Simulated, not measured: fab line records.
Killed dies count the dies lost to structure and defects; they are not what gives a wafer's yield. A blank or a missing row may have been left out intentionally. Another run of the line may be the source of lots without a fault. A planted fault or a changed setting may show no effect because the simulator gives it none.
Matching of chambers || flow nand harc || 4 sister chambers for NHARC_P_M1_CMP_23 on cmp-03
The step polishes, t overpolish 20 s, target thk 157.82 nm. 4 wafers are shown with their chamber, then 11 later ones without.

WAFERS, EACH WITH ITS CHAMBER
{"wafer": "L083.4", "chamber": 1, "motor current A (A)": 11.2}
{"wafer": "L089.2", "chamber": 0, "motor current A (A)": 14.3}
{"wafer": "L089.6", "chamber": 2, "motor current A (A)": 12.4}
{"wafer": "L086.1", "chamber": 3, "motor current A (A)": 12.9}

WAFERS WHOSE CHAMBER IS MISSING
{"wafer": "L086.3", "motor current A (A)": 11.8}
{"wafer": "L086.5", "motor current A (A)": 11.6}
{"wafer": "L088.1", "motor current A (A)": 14.2}
{"wafer": "L088.3", "motor current A (A)": 12.0}
{"wafer": "L088.5", "motor current A (A)": 12.0}
{"wafer": "L093.3", "motor current A (A)": 12.4}
{"wafer": "L093.4", "motor current A (A)": 12.4}
{"wafer": "L093.5", "motor current A (A)": 12.0}
{"wafer": "L095.2", "motor current A (A)": 14.2}
{"wafer": "L095.4", "motor current A (A)": 12.7}
{"wafer": "L095.6", "motor current A (A)": 14.3}

WHICH CHAMBER EACH ONE RAN IN
{"wafer": "L086.3", "from the rows above": "can't be placed: 2 or 1 or 3", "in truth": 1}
{"wafer": "L086.5", "from the rows above": "can't be placed: 1 or 2", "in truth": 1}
{"wafer": "L088.1", "from the rows above": 0, "in truth": 0}
{"wafer": "L088.3", "from the rows above": "can't be placed: 2 or 1 or 3", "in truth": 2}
{"wafer": "L088.5", "from the rows above": "can't be placed: 2 or 1 or 3", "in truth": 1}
{"wafer": "L093.3", "from the rows above": "can't be placed: 2 or 3", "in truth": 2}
{"wafer": "L093.4", "from the rows above": "can't be placed: 2 or 3", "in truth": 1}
{"wafer": "L093.5", "from the rows above": "can't be placed: 2 or 1 or 3", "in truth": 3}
{"wafer": "L095.2", "from the rows above": 0, "in truth": 0}
{"wafer": "L095.4", "from the rows above": "can't be placed: 3 or 2", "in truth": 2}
{"wafer": "L095.6", "from the rows above": 0, "in truth": 0}
3 of 11 placed correctly. From these rows, 8 cannot be placed; in 7 the true chamber is one of the candidates. Placed wrongly: 0.
How it was worked out, from the rows above alone: a wafer's distance from a chamber is the root of the sum, over the readings, of the square of ((its reading less the chamber's mean) divided by the reading's scatter). The wafer belongs to the nearest chamber; if the next one is less than 2 further off, it can't be placed. For every chamber, the mean is computed from those of its wafers that are shown. The scatter: root of mean squared gap, hidden wafer to nearest shown wafer, with one shown wafer a chamber.
